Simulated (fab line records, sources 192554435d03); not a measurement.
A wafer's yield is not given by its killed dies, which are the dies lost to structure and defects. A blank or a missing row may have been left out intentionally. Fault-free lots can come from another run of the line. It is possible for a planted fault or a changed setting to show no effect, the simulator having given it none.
Problem report in the 8D (eight disciplines) form, filled by code + flow n5_finfet + the parts of the form that need people (team, actions taken, sign-off) are left out

== 1. THE ISSUE ==
Mean of raw_defect_count at N5_FIN_CUT_INSPECT_17: 743 across 3 wafers in 2 lots; on wafers with no fault it is 226 (standard deviation 63). Measured from the usual mean, that is +8.2 standard deviations.
The step: inspects for defects (brightfield).
First seen on wafer L425.1, day 7 09:42, on defect_inspect-01. The record has a number at this step for 12 wafers belonging to 4 lots. Rule for "out", or "out of limits": more than 4 standard deviations from the usual mean. The rest of the wafers with a number are treated as sound.

== 2. WHAT IT IS, WHAT IT ISN'T ==
| question                    | is                     | is not                                                                   |
|-----------------------------|------------------------|--------------------------------------------------------------------------|
| which readings at this step | raw_defect_count       | -                                                                        |
| which lots                  | L425, L426             | L408, L427                                                               |
| which wafers of those lots  | L425.1, L425.6, L426.2 | L425.4, L426.4, L426.6                                                   |
| read on which gauges        | defect_inspect-01      | defect_inspect-02                                                        |
| when                        | from day 7 09:42       | up to then (4 sound wafers); but 5 sound wafers of L426, L427 came after |

== 3. THE SUSPECTS, EACH WITH WHAT RULES IT OUT ==
Counting: if a tool at a process step up to the reading ran every lot that is out, it stays a suspect. Sound lots after the first of them don't rule it out here, since some wafers of a struck lot are sound.
- the gauge at N5_FIN_CUT_INSPECT_17 has been ruled out. All the wafers that are out were read on defect_inspect-01, but those of them that N5_PASSIVATION_PROBE_49 has rows for are out there too, on other tools.
- rie_diel-03 at N5_FIN_CUT_ETCH_20 (etches SiARC in CF4, target depth 26 nm, time 43.3 s): kept. It ran every lot that is out, first L425 (day 7 08:50); its last sound lot up to then is L408 (day 3 02:44).
- At N5_FIN_CUT_ETCH_20, inside rie_diel-03: chamber 1 took the wafers that are out, while their sound lot-mates went through chambers 0, 2, 3.
Remaining after the count: rie_diel-03 at N5_FIN_CUT_ETCH_20.

== 4. THE CAUSE (what the simulator had put in) ==
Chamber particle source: rie_diel-03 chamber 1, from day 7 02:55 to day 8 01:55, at N5_FIN_CUT_ETCH_20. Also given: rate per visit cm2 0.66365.
After counting, this tool was the only one left.

== 5. THE EFFECT CHAIN, in route order ==
Rows list readings where the struck wafers' mean (over those with a number) sits beyond 3 standard deviations from the usual. Only readings whose record carries a usual standard deviation are examined. hours: median over the lots of the time between each lot's start at the first step of this table that gives one and its start at this step. sigmas: the change, counted in usual standard deviations.
| hours | step                    | reading              | usual  | on struck wafers | change | sigmas |
|-------|-------------------------|----------------------|--------|------------------|--------|--------|
| 0     | N5_FIN_CUT_INSPECT_17   | raw_defect_count     | 226    | 743              | +517   | +8.2   |
| 262   | N5_PASSIVATION_PROBE_49 | defect_limited_yield | 91.1 % | 81.7             | -9.4   | -6.7   |
| 262   | N5_PASSIVATION_PROBE_49 | killed_at_front_end  | 44     | 155              | +111   | +9.2   |
| 262   | N5_PASSIVATION_PROBE_49 | killed_dies          | 104    | 215              | +111   | +6.5   |
| 262   | N5_PASSIVATION_PROBE_49 | sort_bin_5_function  | 5.2 %  | 12.6             | +7.4   | +7.5   |
| 262   | N5_PASSIVATION_PROBE_49 | sort_n_pass          | 1075   | 965              | -110   | -6.5   |
| 262   | N5_PASSIVATION_PROBE_49 | sort_yield_pct       | 91.1 % | 81.7             | -9.4   | -6.7   |
Process steps it contains:
- N5_PASSIVATION_PROBE_49
At these later measuring or inspecting steps, every struck wafer for which the step has a row has a number for every such reading, and none has moved that far: N5_BEOL_M4_RC_MEAS_101.

== 6. HOW IT WOULD HAVE BEEN CAUGHT EARLIER ==
The first out-of-limits reading at a measuring or inspecting step in this record came at day 7 09:42, 7 hours after the fault's start at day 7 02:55.
No tool reading at N5_FIN_CUT_ETCH_20 that has a usual standard deviation in the record was out on any struck wafer, so an alarm limit of 4 standard deviations on those readings would not have fired.
L426, from the lots that are out (2), started N5_FIN_CUT_ETCH_20 on rie_diel-03 later than day 7 09:42. It would have been spared by a hold on the tool at that moment.
